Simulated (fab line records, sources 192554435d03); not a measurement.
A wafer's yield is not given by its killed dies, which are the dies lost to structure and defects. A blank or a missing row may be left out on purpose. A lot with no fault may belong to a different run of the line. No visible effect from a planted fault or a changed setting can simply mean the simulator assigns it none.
Which tool did it? ; flow n5 finfet ; 72 wafers from 24 lots sampled at 6 of the route's 1938 steps

## WHAT THE GAUGES READ, wafer by wafer
N5_BEOL_M12_INSPECT_55: inspects for defects (darkfield).
lot;measured;on;raw defect count
L074;day 10 14:55;defect inspect-01;41 73 52
L076;day 10 20:02;defect inspect-01;60 56 43
L075;day 10 23:29;defect inspect-02;128 110 57
L077;day 11 03:10;defect inspect-01;80 67 63
L078;day 11 22:55;defect inspect-02;77 81 39
L079;day 12 09:28;defect inspect-02;89 91 124
L080;day 12 12:17;defect inspect-02;103 56 65
L081;day 12 16:01;defect inspect-02;59 31 31
L084;day 13 05:01;defect inspect-02;58 76 72
L082;day 13 08:52;defect inspect-01;59 85 72
L083;day 13 09:31;defect inspect-01;65 57 63
L085;day 13 20:49;defect inspect-01;40 61 79
L087;day 14 03:18;defect inspect-02;62 53 71
L089;day 14 12:21;defect inspect-02;59 35 73
L086;day 14 16:00;defect inspect-01;68 26 38
L088;day 15 03:17;defect inspect-01;57 65 49
L090;day 15 06:30;defect inspect-01;166 108 110
L092;day 15 10:11;defect inspect-02;41 40 47
L091;day 15 11:53;defect inspect-02;70 62 74
L093;day 16 10:29;defect inspect-02;111 94 108
L094;day 16 13:37;defect inspect-02;55 36 22
L097;day 16 15:25;defect inspect-01;122 136 79
L095;day 16 19:08;defect inspect-01;59 63 36
L096;day 16 21:57;defect inspect-01;98 83 67

N5_BEOL_M13_CD_MEAS_10: the cd target is 190 nm.
lot;measured;on;cd nm (nm)
L074;day 10 15:28;cd sem-01;190.1 191.0 188.9
L076;day 10 20:32;cd sem-01;190.1 190.0 190.7
L075;day 10 23:58;cd sem-01;191.0 190.7 189.2
L077;day 11 03:48;cd sem-03;189.3 189.5 189.7
L078;day 11 23:32;cd sem-03;191.9 190.3 191.4
L079;day 12 10:05;cd sem-01;190.6 190.7 190.2
L080;day 12 12:46;cd sem-01;190.2 189.5 189.4
L081;day 12 16:31;cd sem-02;191.9 189.1 190.2
L084;day 13 05:37;cd sem-03;189.5 188.1 188.0
L082;day 13 09:22;cd sem-01;189.0 188.3 190.5
L083;day 13 10:00;cd sem-01;189.5 189.1 188.9
L085;day 13 21:18;cd sem-03;190.1 190.6 188.2
L087;day 14 03:47;cd sem-02;190.5 192.1 192.6
L089;day 14 12:50;cd sem-01;191.6 190.9 189.4
L086;day 14 16:33;cd sem-03;192.7 191.8 193.0
L088;day 15 03:47;cd sem-03;188.4 188.9 189.0
L090;day 15 07:03;cd sem-03;189.2 190.6 191.6
L092;day 15 10:40;cd sem-02;189.7 190.0 189.2
L091;day 15 12:30;cd sem-01;189.8 188.9 189.6
L093;day 16 11:07;cd sem-01;188.5 190.2 189.3
L094;day 16 14:14;cd sem-03;189.8 190.6 188.8
L097;day 16 16:02;cd sem-01;189.5 189.0 190.0
L095;day 16 19:44;cd sem-03;189.3 189.6 190.1
L096;day 16 22:26;cd sem-03;191.4 192.4 191.4

N5_BEOL_M13_OVL_MEAS_29.
lot;measured;on;M13_OVL (nm)
L074;day 10 16:34;overlay-01;-8 -8 -5
L076;day 10 21:38;overlay-02;-11 -14 -8
L075;day 11 00:56;overlay-01;2 -8 -7
L077;day 11 04:55;overlay-02;2 -2 1
L078;day 12 00:30;overlay-01;-4 -10 -8
L079;day 12 11:26;overlay-02;-16 -10 -12
L080;day 12 13:53;overlay-01;1 0 5
L081;day 12 17:37;overlay-01;-15 -16 -12
L084;day 13 06:45;overlay-02;-3 2 -3
L082;day 13 10:21;overlay-01;-9 3 -6
L083;day 13 10:58;overlay-02;-4 -8 -3
L085;day 13 22:16;overlay-02;-7 -4 -4
L087;day 14 04:59;overlay-01;-17 0 -11
L089;day 14 13:56;overlay-02;-6 -2 -9
L086;day 14 17:40;overlay-02;-23 -14 -12
L088;day 15 04:46;overlay-02;-6 -5 1
L090;day 15 08:24;overlay-01;-7 -10 -2
L092;day 15 11:39;overlay-02;0 -2 2
L091;day 15 13:36;overlay-02;-7 -6 -4
L093;day 16 12:05;overlay-02;-6 -4 -8
L094;day 16 15:20;overlay-01;-10 -3 -13
L097;day 16 17:08;overlay-01;-8 -15 -16
L095;day 16 20:51;overlay-01;-7 -4 -2
L096;day 16 23:32;overlay-01;-12 -9 -8

## WHICH TOOL RAN EACH LOT (tool, then ch and the chambers of the sampled wafers, then the start)
lot;N5_BEOL_M12_ANNEAL_48;N5_BEOL_M12_DEP_53;N5_BEOL_M13_VIA_ETCH_16
L074;rtp anneal-02 ch 0, day 10 14:10;pecvd-04 ch 0,1,2, day 10 14:49;rie diel-01 ch 1,2, day 10 15:38
L076;rtp anneal-01 ch 0, day 10 19:17;pecvd-01 ch 0,1, day 10 19:58;rie diel-02 ch 1,3, day 10 20:43
L075;rtp anneal-02 ch 0, day 10 22:44;pecvd-03 ch 0,1,2, day 10 23:23;rie diel-06 ch 1,2,3, day 11 00:08
L077;rtp anneal-01 ch 0, day 11 02:28;pecvd-03 ch 0,1,2, day 11 03:05;rie diel-01 ch 0,3, day 11 03:58
L078;rtp anneal-01 ch 0, day 11 22:12;pecvd-01 ch 1,2, day 11 22:49;rie diel-02 ch 0,3, day 11 23:42
L079;rtp anneal-02 ch 0, day 12 08:44;pecvd-03 ch 0,1,2, day 12 09:23;rie diel-02 ch 0,3, day 12 10:30
L080;rtp anneal-01 ch 0, day 12 11:40;pecvd-04 ch 0,1,2, day 12 12:12;rie diel-01 ch 0,3, day 12 12:56
L081;rtp anneal-01 ch 0, day 12 15:22;pecvd-04 ch 1,2, day 12 15:56;rie diel-02 ch 0,2,3, day 12 16:41
L084;rtp anneal-02 ch 0, day 13 04:16;pecvd-03 ch 0,1,2, day 13 04:55;rie diel-02 ch 0,1,3, day 13 05:48
L082;rtp anneal-02 ch 0, day 13 08:04;pecvd-03 ch 0,2, day 13 08:47;rie diel-06 ch 0,2, day 13 09:32
L083;rtp anneal-02 ch 0, day 13 08:49;pecvd-04 ch 0,2, day 13 09:25;rie diel-02 ch 0,2,3, day 13 10:10
L085;rtp anneal-01 ch 0, day 13 20:04;pecvd-04 ch 0,1, day 13 20:43;rie diel-02 ch 0,1,3, day 13 21:28
L087;rtp anneal-01 ch 0, day 14 02:34;pecvd-04 ch 0,2, day 14 03:13;rie diel-06 ch 0,3, day 14 04:04
L089;rtp anneal-01 ch 0, day 14 11:37;pecvd-03 ch 0,2, day 14 12:16;rie diel-06 ch 0,1,2, day 14 13:01
L086;rtp anneal-01 ch 0, day 14 15:16;pecvd-01 ch 0,1,2, day 14 15:55;rie diel-02 ch 1,2,3, day 14 16:44
L088;rtp anneal-02 ch 0, day 15 02:33;pecvd-04 ch 0,2, day 15 03:12;rie diel-01 ch 0,3, day 15 03:58
L090;rtp anneal-02 ch 0, day 15 05:50;pecvd-01 ch 0,2, day 15 06:25;rie diel-06 ch 0,2, day 15 07:22
L092;rtp anneal-01 ch 0, day 15 09:28;pecvd-03 ch 0,2, day 15 10:05;rie diel-02 ch 0,1,2, day 15 10:51
L091;rtp anneal-01 ch 0, day 15 11:07;pecvd-04 ch 0,2, day 15 11:47;rie diel-01 ch 0,1,2, day 15 12:40
L093;rtp anneal-01 ch 0, day 16 09:44;pecvd-03 ch 1,2, day 16 10:24;rie diel-06 ch 0,2,3, day 16 11:17
L094;rtp anneal-01 ch 0, day 16 12:53;pecvd-01 ch 0,1,2, day 16 13:32;rie diel-01 ch 0,1,3, day 16 14:25
L097;rtp anneal-01 ch 0, day 16 14:40;pecvd-03 ch 0,1,2, day 16 15:20;rie diel-01 ch 1,2,3, day 16 16:13
L095;rtp anneal-01 ch 0, day 16 18:28;pecvd-03 ch 0,2, day 16 19:02;rie diel-01 ch 2,3, day 16 19:55
L096;rtp anneal-02 ch 0, day 16 21:13;pecvd-03 ch 0,1,2, day 16 21:52;rie diel-06 ch 0,1, day 16 22:37
- N5_BEOL_M12_ANNEAL_48: time 90 s.
- N5_BEOL_M12_DEP_53: deposits SiCN from 3MS/NH3, target thk 30 nm, time 10.5 s.
- N5_BEOL_M13_VIA_ETCH_16: etches SiOC in C4F8/O2/Ar, target depth 921.7 nm.

## WHAT THE TOOLS THEMSELVES READ (means of the sampled wafers that have a number; where no wafer has one, the mark that the record gives instead)
N5_BEOL_M12_ANNEAL_48.
lot;tool;wafer_temp_C_max
L074;rtp anneal-02;225.88
L076;rtp anneal-01;225.69
L075;rtp anneal-02;225.88
L077;rtp anneal-01;226.10
L078;rtp anneal-01;225.99
L079;rtp anneal-02;226.01
L080;rtp anneal-01;225.61
L081;rtp anneal-01;225.86
L084;rtp anneal-02;226.22
L082;rtp anneal-02;225.62
L083;rtp anneal-02;225.94
L085;rtp anneal-01;225.80
L087;rtp anneal-01;225.75
L089;rtp anneal-01;225.52
L086;rtp anneal-01;225.66
L088;rtp anneal-02;226.03
L090;rtp anneal-02;226.11
L092;rtp anneal-01;225.71
L091;rtp anneal-01;225.78
L093;rtp anneal-01;225.93
L094;rtp anneal-01;225.71
L097;rtp anneal-01;225.82
L095;rtp anneal-01;225.72
L096;rtp anneal-02;226.11

N5_BEOL_M12_DEP_53.
lot;tool;showerhead plenum p Torr (Torr);throttle valve pct (%)
L074;pecvd-04;4.144;17.3
L076;pecvd-01;4.157;18.6
L075;pecvd-03;4.165;17.4
L077;pecvd-03;4.162;17.4
L078;pecvd-01;4.161;18.0
L079;pecvd-03;4.163;17.4
L080;pecvd-04;4.146;17.4
L081;pecvd-04;4.120;17.7
L084;pecvd-03;4.162;17.5
L082;pecvd-03;4.164;16.7
L083;pecvd-04;4.151;17.4
L085;pecvd-04;4.170;17.2
L087;pecvd-04;4.116;17.5
L089;pecvd-03;4.177;17.1
L086;pecvd-01;4.160;18.4
L088;pecvd-04;4.119;17.5
L090;pecvd-01;4.160;18.1
L092;pecvd-03;4.169;16.8
L091;pecvd-04;4.146;17.4
L093;pecvd-03;4.146;17.9
L094;pecvd-01;4.165;18.2
L097;pecvd-03;4.164;17.5
L095;pecvd-03;4.174;17.4
L096;pecvd-03;4.162;17.7

N5_BEOL_M13_VIA_ETCH_16.
lot;tool;C4F8_flow_sccm (sccm);bias w (W);drypump motor current A (A);oes product au (a.u.);rf vpp V (V);showerhead plenum p Torr (Torr);throttle valve pct (%)
L074;rie diel-01;14.98;702.3;5.68;0.69;668.0;3.51;24.44
L076;rie diel-02;15.03;700.2;5.55;0.71;662.9;3.29;24.13
L075;rie diel-06;15.00;699.7;5.55;0.67;668.2;3.49;24.04
L077;rie diel-01;15.01;701.4;5.33;0.70;663.4;3.33;24.32
L078;rie diel-02;15.03;700.8;5.27;0.72;662.9;3.33;24.08
L079;rie diel-02;15.01;698.1;5.28;0.72;663.0;3.33;24.10
L080;rie diel-01;15.00;700.2;5.25;0.72;664.7;3.40;24.44
L081;rie diel-02;15.02;700.4;5.44;0.74;664.8;3.38;23.91
L084;rie diel-02;14.99;699.2;5.37;0.73;663.7;3.34;24.08
L082;rie diel-06;14.96;700.4;5.67;0.79;665.2;3.43;24.12
L083;rie diel-02;14.97;700.0;5.44;0.73;664.5;3.38;23.92
L085;rie diel-02;15.03;698.2;5.38;0.73;663.1;3.34;24.09
L087;rie diel-06;14.96;698.7;5.83;0.81;664.2;3.46;24.14
L089;rie diel-06;14.97;700.2;5.54;0.69;665.7;3.41;24.14
L086;rie diel-02;15.01;697.9;5.61;0.69;663.2;3.32;24.02
L088;rie diel-01;15.00;700.0;5.24;0.70;663.7;3.39;24.46
L090;rie diel-06;14.99;696.3;5.54;0.69;666.5;3.45;24.05
L092;rie diel-02;14.98;698.9;5.54;0.73;664.9;3.39;23.92
L091;rie diel-01;14.99;699.7;5.56;0.77;665.1;3.41;24.17
L093;rie diel-06;14.98;698.5;5.70;0.72;667.1;3.49;24.08
L094;rie diel-01;15.05;699.8;5.37;0.72;665.6;3.39;24.20
L097;rie diel-01;15.01;699.8;5.48;0.77;667.2;3.47;24.29
L095;rie diel-01;15.03;701.1;5.56;0.77;666.5;3.48;24.55
L096;rie diel-06;14.97;701.0;5.49;0.85;663.4;3.35;24.03

## THE ANSWER, worked out from the rows above alone
Rule: usual is defined by the lots themselves. The widest of any qualifying gaps counts: lots, ordered by their means at a reading, are off when they make up no more than a third of the lots, leave a main group of 4 or more, and stand apart from it by 3 or more times the standard deviation of that group's means. A main group is skipped when, at the precision printed for the reading in the tables above, its means are all equal. A lot without any number at a reading at which 4 lots or more have one is off too. Where the step has rows for the other lots, those lots are counted as sound. The gauges are gone through in route order, then the tools' own readings, and for those a lot's mean is taken as printed above. At the first step where some lot is off, the reading lying furthest off is the one used; lots without a number count as furthest.
No lot is off at any reading shown: from this, nothing can be told.

## WHAT THE SIMULATOR HAD PUT IN
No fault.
